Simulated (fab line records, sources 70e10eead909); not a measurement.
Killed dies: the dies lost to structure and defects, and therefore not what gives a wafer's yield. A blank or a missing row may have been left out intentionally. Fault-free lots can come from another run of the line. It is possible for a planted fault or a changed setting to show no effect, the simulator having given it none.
A lot that was struck, set against a sound lot + flow nand-harc + 14 out of 1302 route steps
Sound: the wafers L353.1, L353.3, L353.6. Struck: wafer L366.2; the same lot's L366.1 was not struck, so it is left out; see the end for the cause.
Order at every step that has rows: each side's tool, ch and its chambers, its first start. Under that, the readings that differ: sound wafers + struck wafers + difference of the means + sigmas: that difference in standard deviations of wafers without a fault.
alike: a reading whose means differ by less than 2 such deviations, as well as words and numbers matching on both sides. not compared: withheld readings; readings where some wafer has no value; bounds like >300 that might hide an equal value; numbers whose values overlap and for which the record gives no deviation.
The two part at a step that has a row with sigmas, a row that says differs or no value, or rows on one side only. When numbers do not overlap yet have no deviation, they are printed without sigmas and do not part them. A reading missing from all wafers of one side parts the sides only when that side holds two or more wafers.

NHARC_A_CHANNEL_FILL_D2_ALD_16: deposits SiO2, target thk 1.5 nm, pulse time 10 s, ald cycles 15.
  sound on ald-hk-03 ch 2,3, day 15 06:33; struck on ald-hk-03 ch 2, day 20 13:55
  alike: heater-power-outer-w, heater-power-w, precursor-pulse-height-rel
then, 2 steps without rows for these wafers: NHARC_A_CHANNEL_FILL_D2_ANNEAL_17 (time 1800 s); NHARC_A_CHANNEL_FILL_D2_CVD_18 (deposits poly-Si, target thk 3 nm).
NHARC_A_CHANNEL_FILL_D2_ETCHBACK_19: etches the open film in HBr/Cl2, target depth 5 nm, time 1.7 s.
  sound on rie-si-01 ch 1,2,3, day 15 18:50; struck on rie-si-01 ch 3, day 21 01:28
| reading                        | sound                | struck | difference | sigmas |
|--------------------------------|----------------------|--------|------------|--------|
| chamber-pressure-mTorr (mTorr) | 14.997 15.028 14.993 | 14.978 | -0.028     | -2     |
  alike: drypump-motor-current-A, oes-product-au, throttle-valve-pct
  not compared: rf-hours-counter-h
then, 1 step without rows for these wafers: NHARC_A_CHANNEL_FILL_D2_ETCHBACK_20 (etches the open film in C4F8/O2/Ar, target depth 27 nm, time 13.5 s).
NHARC_A_CHANNEL_FILL_D2_STRIP_28: strips in O2, time 20 s.
  sound on rie-diel-11 ch 0,2, day 15 19:02; struck on rie-diel-10 ch 3, day 21 01:41
  alike: chamber-pressure-mTorr, drypump-motor-current-A, mfc-ar-sccm, oes-product-au, rf-vpp-V, showerhead-plenum-p-Torr, throttle-valve-pct
  not compared: rf-hours-counter-h
then, 4 steps without rows for these wafers: NHARC_A_CHANNEL_FILL_D2_PRECLEAN_21 (cleans in dHF, time 30 s); NHARC_A_CHANNEL_FILL_D2_SRD_23; NHARC_A_CHANNEL_FILL_D2_CVD_05 (deposits poly-Si, target thk 5 nm); NHARC_A_CHANNEL_FILL_D2_ANNEAL_22 (time 7200 s).
NHARC_A_CHANNEL_FILL_D2_ALD_25: deposits SiOx, target thk 60 nm, pulse time 10 s, ald cycles 600.
  sound on ald-hk-03 ch 1,2, day 16 06:49; struck on ald-hk-03 ch 1, day 21 17:19
  alike: heater-power-outer-w, heater-power-w, precursor-pulse-height-rel
NHARC_A_CHANNEL_FILL_D2_ETCHBACK_08: etches the open film in C4F8, target depth 220 nm, time 110 s.
  sound on rie-diel-10 ch 1,2, day 16 12:21; struck on rie-diel-10 ch 0, day 21 20:59
| reading               | sound             | struck | difference | sigmas      |
|-----------------------|-------------------|--------|------------|-------------|
| oes-product-au (a.u.) | 1.00 1.00 0.99    | 0.92   | -0.08      | -2          |
| run-length-s (s)      | 131.1 131.1 131.0 | 175.6  | +44.5      | +99 or more |
  alike: chamber-pressure-mTorr, rf-vpp-V
  not compared: rf-hours-counter-h
NHARC_A_CHANNEL_FILL_D2_STRIP_29: strips in O2, time 20 s.
  sound on rie-diel-10 ch 0,1,3; struck on rie-diel-10 ch 3
  alike: chamber-pressure-mTorr, drypump-motor-current-A, mfc-ar-sccm, oes-product-au, rf-vpp-V, showerhead-plenum-p-Torr, throttle-valve-pct
  not compared: rf-hours-counter-h
-- jump in the record: it breaks off in module A_CHANNEL_FILL_D2 and resumes in module END (first step shown: number 1302 of the route), and 10 days separate the struck wafers' starts before and after --
NHARC_END_SORT_01:
  sound on prober-02 ch 0, day 25 06:05; struck on prober-01 ch 0, day 31 10:29
  alike: killed-at-array, killed-at-other, killed-at-periphery, killed-dies, killed-open, killed-short

WHERE THEY PART
Last at NHARC_A_CHANNEL_FILL_D2_ETCHBACK_08 as far as this record goes, first at NHARC_A_CHANNEL_FILL_D2_ETCHBACK_19. Later steps at which nothing parts them and some readings are alike: NHARC_A_CHANNEL_FILL_D2_STRIP_29, NHARC_END_SORT_01.

WHY: what the simulator had put in
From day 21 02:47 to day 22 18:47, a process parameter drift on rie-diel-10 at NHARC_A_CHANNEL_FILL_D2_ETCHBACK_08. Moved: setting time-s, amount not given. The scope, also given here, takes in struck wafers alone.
